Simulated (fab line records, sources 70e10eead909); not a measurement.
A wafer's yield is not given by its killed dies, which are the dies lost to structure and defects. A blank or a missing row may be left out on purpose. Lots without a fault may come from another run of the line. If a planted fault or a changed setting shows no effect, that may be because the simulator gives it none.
Problem report, 8D (eight disciplines) form, completed by code | flow nand_harc | the parts of the form that need people (team, actions taken, sign-off) are left out

== 1. THE ISSUE ==
Wafers without a fault read 1002 nm, standard deviation 12; thk_nm at NHARC_A_ONON_D1_THK_MEAS_18 reads a mean of 685 nm on 3 wafers belonging to 3 lots. Measured from the usual mean, that is -26 standard deviations.
The step: measures by ellipsometry.
First observed at day 9 06:41: wafer L334.3, on film_metro-01. At this step, 44 wafers from 15 lots have a number in the record. By rule, "out" or "out of limits" means more than 4 standard deviations away from the usual mean. The rest of the wafers with a number are treated as sound.

== 2. WHAT IT IS, WHAT IT ISN'T ==
question                    | is                     | is not
which readings at this step | thk_nm                 | -
which lots                  | L334, L336, L339       | L329, L330, L331, L332, L345, L346, L347, L348, L349, L350, L351, L352
which wafers of those lots  | L334.3, L336.6, L339.6 | L334.1, L334.4, L336.5, L339.2, L339.4
read on which gauges        | film_metro-01          | film_metro-02
when                        | from day 9 06:41       | up to then (14 sound wafers); but 27 sound wafers of L336, L339, L345, L346, L347, L348, L349, L350, L351, L352 came after

== 3. SUSPECTS, AND WHAT RULES EACH OUT ==
Counting: if a tool at a process step up to the reading ran every lot that is out, it stays a suspect. Sound lots after the first of them don't rule it out here, since some wafers of a struck lot are sound.
- ruled out: the gauge at NHARC_A_ONON_D1_THK_MEAS_18. All the wafers that are out were read on film_metro-01, but those of them that NHARC_END_SORT_01 has rows for are out there too, on other tools.
- pecvd_onon-03 at NHARC_A_ONON_D1_DEP_16 (target thk 1000 nm): kept. Every lot that is out went through it, the first being L334 (day 9 06:11); the last sound lot it ran before that was L331 (day 8 04:05).
After counting, what remains is pecvd_onon-03 at NHARC_A_ONON_D1_DEP_16.

== 4. THE CAUSE (what the simulator had put in) ==
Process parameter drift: pecvd_onon-03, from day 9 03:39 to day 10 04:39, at NHARC_A_ONON_D1_DEP_16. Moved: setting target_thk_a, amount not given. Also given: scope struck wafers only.
After counting, this tool was the only one left.

== 5. THE EFFECT CHAIN, in route order ==
Each row: a reading where the mean over the struck wafers with a number is more than 3 standard deviations away from the usual. Only readings whose record carries a usual standard deviation are examined. hours: median over the lots of the time between each lot's start at the first step of this table that gives one and its start at this step. sigmas: the change, counted in usual standard deviations.
hours | step                        | reading         | usual   | on struck wafers | change | sigmas
0     | NHARC_A_ONON_D1_THK_MEAS_18 | thk_nm          | 1002 nm | 685              | -317   | -26
277   | NHARC_END_SORT_01           | killed_at_array | 28      | 675              | +647   | +59
277   | NHARC_END_SORT_01           | killed_dies     | 32      | 677              | +645   | +54

== 6. WHAT WOULD HAVE CAUGHT IT SOONER ==
3 hours passed between the start of the fault at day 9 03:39 and the first reading out of limits at a measuring or inspecting step in this record, taken at day 9 06:41.
Lots out: 3; of these, L336, L339 started NHARC_A_ONON_D1_DEP_16 on pecvd_onon-03 after day 9 06:41. A hold on the tool at that time would have spared those 2.
